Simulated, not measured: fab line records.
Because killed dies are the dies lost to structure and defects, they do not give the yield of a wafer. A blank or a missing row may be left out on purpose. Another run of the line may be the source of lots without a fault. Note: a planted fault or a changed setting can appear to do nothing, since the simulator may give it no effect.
fab line records -- flow n5-finfet -- part 1 of 2: steps 1 to 16 of 26
record lots=5, wafers=15, last-day=16
route steps=1938 shown BEOL_M11@1564
lots untouched by any fault: they come from a run of this same line in which no faults occurred
start-h: the number of hours between the record's first day and the start of the first shown wafer of the lot -- wait-h: hours from the lot's prior step to this one -- " as in the row above -- L1.1+2: several wafers, shown together as one row -- - value missing, or start not given -- * or withheld: withheld -- < > ~ a bound
route shown NAME@n: names a module that has steps shown in the file, with the first one's number in the route -- usual: mean/standard deviation of fault-free wafers -- same: alike in all rows -- chamber/n: place in a boat -- sites: each site's reading -- _std_site: standard deviation across them -- _edge_site: the outer-site mean with the inner-site mean subtracted -- radius-mm: how far each site lies from the wafer's centre -- mask NAME#n: copy n -- behind: the most recent tool/chamber to have shaped the wafer -- hold: reason for holding the lot/hours on hold/outcome of the hold -- device: names the non-switching transistor (n, p or np) -- end of line: at the end of the route, the tests of the same wafers -- a step without rows: its recipe alone -- killed: dies lost to structure and defects at the first sort, not the wafer's yield -- map: the dies of a wafer, with x for killed, . for not killed, _ for no die there
set.NAME: the setting the step ran with; set.NAME@STEP: the setting that earlier step ran with -- model.NAME: the simulator's own value behind a step, which no gauge read
lots at selected steps of the route; one table per step, one row per wafer
services: from which hour (start-h, from the record's first day; less than 0 if before it) a tool's chamber was out of use, for how many hours, and why
## steps
# step N5_BEOL_M11_SOFTBAKE_23
# recipe temp-c=110, time-s=60, resist=CAR-ArF
# usual exhaust-pa=45.0/0.99
lot.wafer,tool,chamber,start-h,wait-h,exhaust-pa
L076.3,litho-track-03,0,-,-,45.6
L076.4,litho-track-03,0,-,-,44.0
L076.6,litho-track-03,0,-,-,45.1
L077.4,litho-track-03,0,-,-,46.9
L077.5,litho-track-03,0,-,-,46.3
L077.6,litho-track-03,0,-,-,46.8
L086.2,litho-track-01,0,-,-,44.7
L086.5,litho-track-01,0,-,-,44.8
L086.6,litho-track-01,0,-,-,44.7
L084.1,litho-track-02,0,-,-,44.3
L084.2,litho-track-02,0,-,-,44.2
L084.4,litho-track-02,0,-,-,44.5
L090.4,litho-track-01,0,-,-,45.7
L090.5,litho-track-01,0,-,-,46.9
L090.6,litho-track-01,0,-,-,47.0
# step N5_BEOL_M11_EXPOSE_25
# recipe mask-id=V10, na=1.35, source-shape=annular, sigma-inner=0.5, sigma-outer=0.8, polarization=unpolarized, dose-mj=85.5
# same sigma-inner=0.5
lot.wafer,tool,chamber,start-h,wait-h,mask
L076.3+4+6,arfi-scanner-03,0,235.19,-,V10#0
L077.4+5+6,arfi-scanner-01,0,250.93,-,V10#0
L086.2+5+6,arfi-scanner-03,0,299.18,-,V10#0
L084.1+2+4,arfi-scanner-03,0,299.22,-,V10#0
L090.4+5+6,arfi-scanner-03,0,327.89,-,V10#0
# step N5_BEOL_M11_PEB_26
# recipe peb-temp-c=withheld, peb-time-s=60, resist=CAR-ArF
# usual exhaust-pa=45.0/0.81
lot.wafer,tool,chamber,start-h,wait-h,exhaust-pa
L076.3,litho-track-03,0,235.25,0.0,46.0
L076.4,litho-track-03,0,235.25,0.0,45.4
L076.6,litho-track-03,0,235.25,0.0,45.9
L077.4,litho-track-03,0,250.98,0.0,45.2
L077.5,litho-track-03,0,250.98,0.0,44.3
L077.6,litho-track-03,0,250.98,0.0,45.0
L086.2,litho-track-01,0,299.24,0.1,45.0
L086.5,litho-track-01,0,299.24,0.1,44.2
L086.6,litho-track-01,0,299.24,0.1,45.4
L084.1,litho-track-02,0,299.28,0.1,45.2
L084.2,litho-track-02,0,299.28,0.1,44.5
L084.4,litho-track-02,0,299.28,0.1,44.3
L090.4,litho-track-03,0,327.94,0.0,45.2
L090.5,litho-track-03,0,327.94,0.0,45.0
L090.6,litho-track-03,0,327.94,0.0,44.3
# step N5_BEOL_M11_DEVELOP_27
# recipe develop-time-s=30, developer=TMAH, resist=CAR-ArF, rinse-liquid=diw, dry=air-spin, dev-temp-c=23
# usual exhaust-pa=45.0/0.86
lot.wafer,tool,chamber,start-h,wait-h,exhaust-pa
L076.3,litho-track-03,0,-,-,43.0
L076.4,litho-track-03,0,-,-,44.2
L076.6,litho-track-03,0,-,-,43.4
L077.4,litho-track-03,0,-,-,45.4
L077.5,litho-track-03,0,-,-,45.9
L077.6,litho-track-03,0,-,-,46.0
L086.2,litho-track-01,0,-,-,44.4
L086.5,litho-track-01,0,-,-,45.2
L086.6,litho-track-01,0,-,-,45.1
L084.1,litho-track-02,0,-,-,45.0
L084.2,litho-track-02,0,-,-,44.7
L084.4,litho-track-02,0,-,-,44.6
L090.4,litho-track-03,0,-,-,44.2
L090.5,litho-track-03,0,-,-,45.4
L090.6,litho-track-03,0,-,-,45.7
# step N5_BEOL_M11_CD_MEAS_28
# recipe target-cd-nm=70, landing-energy-ev=500, detector=se-inlens, polarity=opening
# usual cd-nm=69.9/1.2
lot.wafer,tool,chamber,start-h,wait-h,cd-nm
L076.3,cd-sem-03,0,235.31,-,70.8
L076.4,cd-sem-03,0,235.31,-,71.7
L076.6,cd-sem-03,0,235.31,-,70.9
L077.4,cd-sem-01,0,251.05,-,70.5
L077.5,cd-sem-01,0,251.05,-,69.9
L077.6,cd-sem-01,0,251.05,-,69.5
L086.2,cd-sem-02,0,299.31,-,69.6
L086.5,cd-sem-02,0,299.31,-,69.3
L086.6,cd-sem-02,0,299.31,-,69.7
L084.1,cd-sem-01,0,299.35,-,69.1
L084.2,cd-sem-01,0,299.35,-,69.9
L084.4,cd-sem-01,0,299.35,-,69.5
L090.4,cd-sem-03,0,328.00,-,72.7
L090.5,cd-sem-03,0,328.00,-,71.5
L090.6,cd-sem-03,0,328.00,-,71.1
# step N5_BEOL_M11_OVL_MEAS_29
# recipe points-per-wafer=44
# usual V10_OVL=0.3/0.68
lot.wafer,tool,chamber,start-h,wait-h,V10_OVL[nm]
L076.3,overlay-02,0,235.34,0.0,0.8
L076.4,overlay-02,0,235.34,0.0,1.4
L076.6,overlay-02,0,235.34,0.0,1.1
L077.4,overlay-02,0,251.08,0.0,0.4
L077.5,overlay-02,0,251.08,0.0,-0.1
L077.6,overlay-02,0,251.08,0.0,0.4
L086.2,overlay-02,0,299.34,0.0,0.3
L086.5,overlay-02,0,299.34,0.0,0.2
L086.6,overlay-02,0,299.34,0.0,0.1
L084.1,overlay-02,0,299.38,0.0,-1.1
L084.2,overlay-02,0,299.38,0.0,0.7
L084.4,overlay-02,0,299.38,0.0,-0.6
L090.4,overlay-01,0,328.03,0.0,0.4
L090.5,overlay-01,0,328.03,0.0,0.7
L090.6,overlay-01,0,328.03,0.0,0.7
# step N5_BEOL_M11_INSPECT_30
# recipe mode=adi, inspect-instrument=brightfield
# usual raw-defect-count=402/94
lot.wafer,tool,chamber,start-h,wait-h,raw-defect-count
L076.3,defect-inspect-01,-,235.37,0.0,333
L076.4,defect-inspect-01,-,235.37,0.0,317
L076.6,defect-inspect-01,-,235.37,0.0,373
L077.4,defect-inspect-02,-,251.10,0.0,315
L077.5,defect-inspect-02,-,251.10,0.0,388
L077.6,defect-inspect-02,-,251.10,0.0,265
L086.2,defect-inspect-02,-,299.36,0.0,345
L086.5,defect-inspect-02,-,299.36,0.0,380
L086.6,defect-inspect-02,-,299.36,0.0,339
L084.1,defect-inspect-02,-,299.41,0.0,289
L084.2,defect-inspect-02,-,299.41,0.0,440
L084.4,defect-inspect-02,-,299.41,0.0,374
L090.4,defect-inspect-02,-,328.06,0.0,350
L090.5,defect-inspect-02,-,328.06,0.0,251
L090.6,defect-inspect-02,-,328.06,0.0,303
# step N5_BEOL_M11_DESCUM_33
# recipe chemistry=O2, time-s=7.9, source-power-w=50, bias-power-w=20, pressure-mtorr=20, rf-frequency-hz=2.712e+07, temp-c=40, resist=CAR-ArF, o2-flow-sccm=225
# usual drypump-motor-current-A=5.7/0.44, oes-product-au=0.74/0.073, rf-fwd-power-W=49.42/0.21, rf-vpp-V=242.9/1.5, showerhead-plenum-p-Torr=2.09/0.069, throttle-valve-pct=20.49/0.21
lot.wafer,tool,chamber,start-h,wait-h,drypump-motor-current-A,oes-product-au,rf-fwd-power-W,rf-hours-counter-h,rf-vpp-V,showerhead-plenum-p-Torr,throttle-valve-pct
L076.3,rie-diel-01,2,235.40,0.0,6.0,0.70,49.57,202,243.5,2.14,20.48
L076.4,rie-diel-01,3,235.40,0.0,5.0,0.71,49.10,211,242.1,2.01,20.62
L076.6,rie-diel-01,2,235.40,0.0,6.0,0.70,49.41,-,245.3,2.14,20.48
L077.4,rie-diel-01,2,251.19,0.1,5.9,0.70,49.30,206,243.7,2.14,20.48
L077.5,rie-diel-01,0,251.19,0.1,6.0,0.76,49.76,-,241.5,2.02,20.81
L077.6,rie-diel-01,3,251.19,0.1,5.0,0.70,48.97,-,240.3,2.00,20.60
L086.2,rie-diel-02,1,299.39,0.0,6.2,0.69,49.40,223,243.8,2.16,20.52
L086.5,rie-diel-02,0,299.39,0.0,5.7,0.72,49.30,-,243.4,2.08,20.35
L086.6,rie-diel-02,1,299.39,0.0,6.1,0.70,49.03,-,244.5,2.16,20.52
L084.1,rie-diel-05,0,299.44,0.0,5.9,0.80,49.36,108,243.6,2.18,20.45
L084.2,rie-diel-05,1,299.44,0.0,5.7,0.70,49.70,208,242.5,1.99,20.92
L084.4,rie-diel-05,2,299.44,0.0,5.6,0.69,49.65,-,242.8,2.14,20.40
L090.4,rie-diel-02,3,328.23,0.2,5.9,0.67,49.07,243,241.5,1.98,20.59
L090.5,rie-diel-02,1,328.23,0.2,6.1,0.70,49.27,-,245.9,2.16,20.52
L090.6,rie-diel-02,2,328.23,0.2,4.9,0.72,49.59,-,241.7,2.05,20.28
# step N5_BEOL_M11_ETCH_65
# recipe chemistry=CF4, target=SiARC, target-depth-a=390, mask-material=CAR-ArF, time-s=65, ion-energy-ev=80, pressure-mtorr=40, source-w=545, bias-w=36, Ar_flow_sccm=100, cf4-flow-sccm=100, ends=cleared
# usual cf4-flow-sccm=100.0/0.31, drypump-motor-current-A=5.7/0.44, etch-rf-on-time-s=65.4/1.3, oes-product-au=0.63/0.06, rf-fwd-power-W=538.8/2.3, rf-vpp-V=183.8/1.2, showerhead-plenum-p-Torr=2.14/0.072, throttle-valve-pct=15.70/0.19
lot.wafer,tool,chamber,start-h,wait-h,cf4-flow-sccm,drypump-motor-current-A,etch-rf-on-time-s,oes-product-au,rf-fwd-power-W,rf-hours-counter-h,rf-vpp-V,showerhead-plenum-p-Torr,throttle-valve-pct
L076.3,rie-diel-01,2,235.43,0.0,100.0,6.0,66.6,0.60,537.8,202,185.5,2.21,15.88
L076.4,rie-diel-01,3,235.43,0.0,100.1,5.0,64.4,0.60,537.6,211,182.5,2.05,15.70
L076.6,rie-diel-01,2,235.43,0.0,100.2,6.0,66.9,0.60,539.3,-,184.8,2.21,15.88
L077.4,rie-diel-01,2,251.22,0.0,100.6,5.9,67.9,0.60,536.7,206,183.3,2.21,15.89
L077.5,rie-diel-01,0,251.22,0.0,100.1,6.1,65.4,0.65,537.9,-,184.6,2.05,15.83
L077.6,rie-diel-01,3,251.22,0.0,100.6,5.0,65.0,0.60,535.7,-,181.7,2.05,15.68
L086.2,rie-diel-02,1,299.43,0.0,99.9,6.2,64.7,0.60,538.4,223,184.1,2.21,15.76
L086.5,rie-diel-02,0,299.43,0.0,100.4,5.8,63.3,0.61,539.5,-,184.0,2.13,15.66
L086.6,rie-diel-02,1,299.43,0.0,100.3,6.2,65.5,0.59,538.4,-,184.8,2.21,15.75
L084.1,rie-diel-05,0,299.48,0.0,99.9,5.9,65.0,0.68,536.4,108,185.1,2.24,15.66
L084.2,rie-diel-05,1,299.48,0.0,99.7,5.7,67.6,0.59,538.1,208,182.8,2.04,16.07
L084.4,rie-diel-05,2,299.48,0.0,99.9,5.6,67.6,0.58,542.6,-,185.3,2.19,15.75
L090.4,rie-diel-02,3,328.26,0.0,100.4,5.9,66.6,0.57,536.7,243,182.0,2.03,15.78
L090.5,rie-diel-02,1,328.26,0.0,100.5,6.2,65.2,0.59,535.5,-,183.9,2.20,15.75
L090.6,rie-diel-02,2,328.26,0.0,99.6,4.9,65.4,0.60,539.4,-,185.0,2.11,15.59
# step N5_BEOL_M11_ETCH_66
# recipe chemistry=N2/H2, target=SOC, target-depth-a=1200, overetch-a=240, mask-material=SiARC, temp-c=40, time-s=180, ion-energy-ev=200, pressure-mtorr=30, source-w=840, bias-w=150, n2-flow-sccm=200, h2-flow-sccm=200
# usual drypump-motor-current-A=5.8/0.44, oes-product-au=0.60/0.056, rf-fwd-power-W=836.6/2.7, rf-vpp-V=523.7/2.6, showerhead-plenum-p-Torr=2.53/0.087, throttle-valve-pct=17.88/0.19
lot.wafer,tool,chamber,start-h,wait-h,drypump-motor-current-A,oes-product-au,rf-fwd-power-W,rf-hours-counter-h,rf-vpp-V,showerhead-plenum-p-Torr,throttle-valve-pct
L076.3,rie-diel-01,2,235.48,0.0,6.0,0.58,836.5,202,527.5,2.62,17.96
L076.4,rie-diel-01,3,235.48,0.0,5.0,0.56,829.2,211,522.3,2.42,18.02
L076.6,rie-diel-01,2,235.48,0.0,5.9,0.59,833.1,-,527.2,2.62,17.96
L077.4,rie-diel-01,2,251.27,0.0,6.0,0.58,837.3,206,524.9,2.62,17.97
L077.5,rie-diel-01,0,251.27,0.0,6.1,0.62,835.8,-,520.5,2.42,17.95
L077.6,rie-diel-01,3,251.27,0.0,5.0,0.56,831.8,-,521.1,2.42,18.02
L086.2,rie-diel-02,1,299.48,0.0,6.2,0.56,837.5,223,526.7,2.59,17.68
L086.5,rie-diel-02,0,299.48,0.0,5.8,0.57,836.1,-,524.2,2.52,17.76
L086.6,rie-diel-02,1,299.48,0.0,6.2,0.57,831.6,-,526.8,2.59,17.68
L084.1,rie-diel-05,0,299.53,0.0,5.9,0.65,833.4,109,527.6,2.66,17.78
L084.2,rie-diel-05,1,299.53,0.0,5.7,0.57,836.1,208,520.0,2.40,18.33
L084.4,rie-diel-05,2,299.53,0.0,5.6,0.57,839.8,-,526.0,2.61,17.87
L090.4,rie-diel-02,3,328.31,0.0,5.9,0.55,836.7,243,518.8,2.41,18.09
L090.5,rie-diel-02,1,328.31,0.0,6.2,0.56,835.4,-,525.0,2.59,17.70
L090.6,rie-diel-02,2,328.31,0.0,4.9,0.57,839.5,-,522.4,2.51,17.81
# step N5_BEOL_M11_STRIP_69
# recipe chemistry=N2/H2, temp-c=40, n2-flow-sccm=200, h2-flow-sccm=200, rf-frequency-hz=6e+07
lot.wafer,tool,chamber,start-h,wait-h
L076.3+4+6,rie-diel-01,"2,3,2",235.60,0.1
L077.4+5+6,rie-diel-01,"2,0,3",251.39,0.1
L086.2+5+6,rie-diel-02,"1,0,1",299.59,0.1
L084.1+2+4,rie-diel-05,"0,1,2",299.64,0.1
L090.4+5+6,rie-diel-02,"3,1,2",328.43,0.1
# step N5_BEOL_M11_VIA_ETCH_34
# recipe chemistry=C4F6/O2, target=SiCOH_lowk, target-depth-a=1845, mask-material=SOC, taper-deg=4, time-s=69.2, ion-energy-ev=250, pressure-mtorr=30, source-w=345, bias-w=185, Ar_flow_sccm=300, C4F6_flow_sccm=10, O2_flow_sccm=10
# usual O2_flow_sccm=10.00/0.031, drypump-motor-current-A=5.7/0.45, oes_f_703_au=0.74/0.064, oes-product-au=0.74/0.07, rf-fwd-power-W=342.0/1.2, rf-vpp-V=669/12, showerhead-plenum-p-Torr=2.84/0.098, throttle-valve-pct=20.96/0.19
lot.wafer,tool,chamber,start-h,wait-h,O2_flow_sccm,drypump-motor-current-A,oes_f_703_au,oes-product-au,rf-fwd-power-W,rf-hours-counter-h,rf-vpp-V,showerhead-plenum-p-Torr,throttle-valve-pct
L076.3,rie-diel-01,2,235.61,0.0,9.97,5.9,0.71,0.71,341.8,202,691,2.94,21.15
L076.4,rie-diel-01,3,235.61,0.0,10.02,5.0,0.71,0.71,339.0,211,665,2.72,20.98
L076.6,rie-diel-01,2,235.61,0.0,9.98,5.9,0.70,0.71,341.9,-,691,2.94,21.16
L077.4,rie-diel-01,2,251.40,0.0,10.01,6.0,0.69,0.70,340.8,206,691,2.94,21.16
L077.5,rie-diel-01,0,251.40,0.0,10.00,6.0,0.77,0.76,342.6,-,661,2.72,21.08
L077.6,rie-diel-01,3,251.40,0.0,10.01,5.0,0.71,0.70,340.4,-,668,2.72,20.99
L086.2,rie-diel-02,1,299.60,0.0,9.99,6.2,0.72,0.71,342.1,223,665,2.93,21.00
L086.5,rie-diel-02,0,299.60,0.0,9.98,5.7,0.72,0.71,341.7,-,662,2.82,20.81
L086.6,rie-diel-02,1,299.60,0.0,9.98,6.1,0.72,0.70,340.1,-,666,2.93,21.00
L084.1,rie-diel-05,0,299.65,0.0,10.02,5.9,0.80,0.80,343.7,109,694,2.98,21.01
L084.2,rie-diel-05,1,299.65,0.0,10.01,5.7,0.68,0.68,342.6,208,674,2.72,21.43
L084.4,rie-diel-05,2,299.65,0.0,9.96,5.6,0.69,0.68,344.7,-,644,2.93,21.03
L090.4,rie-diel-02,3,328.44,0.0,10.02,5.9,0.67,0.67,343.9,243,663,2.69,20.99
L090.5,rie-diel-02,1,328.44,0.0,9.97,6.2,0.72,0.69,340.5,-,666,2.93,20.99
L090.6,rie-diel-02,2,328.44,0.0,9.99,5.0,0.70,0.70,342.9,-,667,2.80,20.79
# step N5_BEOL_M11_STRIP_73
# recipe chemistry=C4F6/O2, resist=SiARC, rf-frequency-hz=6e+07
lot.wafer,tool,chamber,start-h,wait-h
L076.3+4+6,rie-diel-01,"2,3,2",235.66,0.0
L077.4+5+6,rie-diel-01,"2,0,3",251.45,0.0
L086.2+5+6,rie-diel-02,"1,0,1",299.66,0.0
L084.1+2+4,rie-diel-05,"0,1,2",299.70,0.0
L090.4+5+6,rie-diel-02,"3,1,2",328.49,0.0
# step N5_BEOL_M11_STRIP_36
# recipe chemistry=N2/H2, power-w=450, temp-c=40, pressure-mtorr=20, rf-frequency-hz=6e+07, overash-fraction=0.3, bias-power-w=7, h2-frac=0.5, n2-flow-sccm=200, h2-flow-sccm=200
# usual drypump-motor-current-A=5.8/0.45, oes-product-au=0.74/0.074, rf-vpp-V=59.1/1.8, showerhead-plenum-p-Torr=2.53/0.088, throttle-valve-pct=23.67/0.27
lot.wafer,tool,chamber,start-h,wait-h,drypump-motor-current-A,oes-product-au,rf-hours-counter-h,rf-vpp-V,showerhead-plenum-p-Torr,throttle-valve-pct
L076.3,rie-diel-01,2,235.67,0.0,5.9,0.71,202,56.3,2.62,23.59
L076.4,rie-diel-01,3,235.67,0.0,5.0,0.71,212,55.2,2.42,24.07
L076.6,rie-diel-01,2,235.67,0.0,6.0,0.71,-,58.0,2.62,23.63
L077.4,rie-diel-01,2,251.46,0.0,6.0,0.69,206,57.6,2.62,23.63
L077.5,rie-diel-01,0,251.46,0.0,6.0,0.77,-,58.1,2.42,23.68
L077.6,rie-diel-01,3,251.46,0.0,5.0,0.70,-,56.1,2.42,24.05
L086.2,rie-diel-02,1,299.67,0.0,6.2,0.70,223,58.2,2.58,23.26
L086.5,rie-diel-02,0,299.67,0.0,5.7,0.71,-,55.8,2.51,23.50
L086.6,rie-diel-02,1,299.67,0.0,6.2,0.70,-,58.2,2.58,23.33
L084.1,rie-diel-05,0,299.71,0.0,5.9,0.79,109,61.2,2.66,23.55
L084.2,rie-diel-05,1,299.71,0.0,5.7,0.71,208,58.1,2.40,24.31
L084.4,rie-diel-05,2,299.71,0.0,5.6,0.70,-,59.6,2.60,23.48
L090.4,rie-diel-02,3,328.50,0.0,5.9,0.67,243,59.4,2.41,23.92
L090.5,rie-diel-02,1,328.50,0.0,6.2,0.69,-,60.2,2.58,23.30
L090.6,rie-diel-02,2,328.50,0.0,4.9,0.70,-,60.0,2.50,23.68
# step N5_BEOL_M11_TRENCH_ETCH_37
# recipe chemistry=C4F6/O2, target-depth-a=1488.3, target=SiCOH_lowk, time-s=48, ion-energy-ev=250, pressure-mtorr=30, source-w=345, bias-w=185, Ar_flow_sccm=300, C4F6_flow_sccm=10, O2_flow_sccm=10
# usual O2_flow_sccm=9.994/0.029, drypump-motor-current-A=5.7/0.44, oes_f_703_au=0.74/0.065, oes-product-au=0.74/0.071, rf-fwd-power-W=341.4/1.3, rf-vpp-V=669/12, showerhead-plenum-p-Torr=2.84/0.098, throttle-valve-pct=20.99/0.2
lot.wafer,tool,chamber,start-h,wait-h,O2_flow_sccm,drypump-motor-current-A,oes_f_703_au,oes-product-au,rf-fwd-power-W,rf-hours-counter-h,rf-vpp-V,showerhead-plenum-p-Torr,throttle-valve-pct
L076.3,rie-diel-01,2,-,-,9.969,5.9,0.71,0.71,341.1,202,691,2.94,21.18
L076.4,rie-diel-01,3,-,-,10.000,5.0,0.71,0.70,338.7,212,668,2.72,21.02
L076.6,rie-diel-01,2,-,-,9.967,5.9,0.71,0.70,340.3,-,691,2.94,21.18
L077.4,rie-diel-01,2,-,-,10.006,6.0,0.70,0.70,341.2,206,689,2.94,21.18
L077.5,rie-diel-01,0,-,-,9.993,6.0,0.77,0.76,340.5,-,662,2.72,21.11
L077.6,rie-diel-01,3,-,-,9.975,5.0,0.70,0.70,338.7,-,667,2.72,21.01
L086.2,rie-diel-02,1,-,-,9.951,6.2,0.71,0.70,342.4,223,664,2.93,21.01
L086.5,rie-diel-02,0,-,-,9.996,5.7,0.73,0.71,343.1,-,661,2.82,20.83
L086.6,rie-diel-02,1,-,-,9.946,6.2,0.72,0.69,341.3,-,666,2.93,21.00
L084.1,rie-diel-05,0,-,-,9.962,5.9,0.79,0.80,340.1,109,695,2.98,21.04
L084.2,rie-diel-05,1,-,-,9.972,5.7,0.68,0.69,342.9,208,677,2.72,21.48
L084.4,rie-diel-05,2,-,-,9.978,5.6,0.70,0.69,342.1,-,643,2.93,21.06
L090.4,rie-diel-02,3,-,-,9.912,5.9,0.67,0.67,341.4,243,664,2.69,21.00
L090.5,rie-diel-02,1,-,-,9.968,6.2,0.71,0.69,340.3,-,666,2.93,21.02
L090.6,rie-diel-02,2,-,-,9.972,5.0,0.71,0.70,341.8,-,668,2.80,20.82
# step N5_BEOL_M11_ETCH_41
# recipe chemistry=CH3F/O2, target=SiCN, target-depth-a=426, taper-deg=2, time-s=86, ion-energy-ev=120, mask-material=TiN, pressure-mtorr=30, source-w=395, bias-w=75, Ar_flow_sccm=150, CH3F_flow_sccm=30, O2_flow_sccm=20
# usual CH3F_flow_sccm=30.00/0.091, O2_flow_sccm=20.00/0.059, drypump-motor-current-A=5.7/0.45, oes-product-au=0.74/0.071, rf-fwd-power-W=392.2/1.4, rf-vpp-V=297.2/1.7, showerhead-plenum-p-Torr=2.00/0.072, throttle-valve-pct=16.41/0.19
lot.wafer,tool,chamber,start-h,wait-h,CH3F_flow_sccm,O2_flow_sccm,drypump-motor-current-A,oes-product-au,rf-fwd-power-W,rf-hours-counter-h,rf-vpp-V,showerhead-plenum-p-Torr,throttle-valve-pct
L076.3,rie-diel-01,2,-,-,29.96,19.95,5.9,0.71,392.2,202,298.3,2.07,16.58
L076.4,rie-diel-01,3,-,-,30.12,20.03,5.0,0.70,391.2,212,295.0,1.91,16.42
L076.6,rie-diel-01,2,-,-,29.97,19.92,5.9,0.71,391.9,-,298.7,2.07,16.57
L077.4,rie-diel-01,2,-,-,29.95,20.07,6.0,0.70,392.4,206,299.1,2.07,16.58
L077.5,rie-diel-01,0,-,-,30.05,20.07,6.0,0.76,391.3,-,296.1,1.91,16.54
L077.6,rie-diel-01,3,-,-,30.11,20.09,5.0,0.70,390.6,-,297.0,1.91,16.41
L086.2,rie-diel-02,1,-,-,30.00,20.00,6.2,0.70,389.7,223,296.8,2.06,16.46
L086.5,rie-diel-02,0,-,-,30.05,19.98,5.7,0.72,393.1,-,296.5,1.98,16.28
L086.6,rie-diel-02,1,-,-,30.00,20.06,6.2,0.70,390.4,-,298.1,2.06,16.45
L084.1,rie-diel-05,0,-,-,30.08,19.93,5.9,0.80,391.4,109,299.2,2.10,16.40
L084.2,rie-diel-05,1,-,-,29.94,20.07,5.7,0.69,392.1,208,295.0,1.91,16.83
L084.4,rie-diel-05,2,-,-,29.96,20.00,5.6,0.68,392.1,-,298.2,2.06,16.49
L090.4,rie-diel-02,3,-,-,30.16,20.08,5.9,0.67,390.8,243,294.7,1.89,16.48
L090.5,rie-diel-02,1,-,-,29.91,19.90,6.2,0.69,393.0,-,298.6,2.06,16.48
L090.6,rie-diel-02,2,-,-,29.84,20.03,4.9,0.70,393.3,-,296.5,1.97,16.28
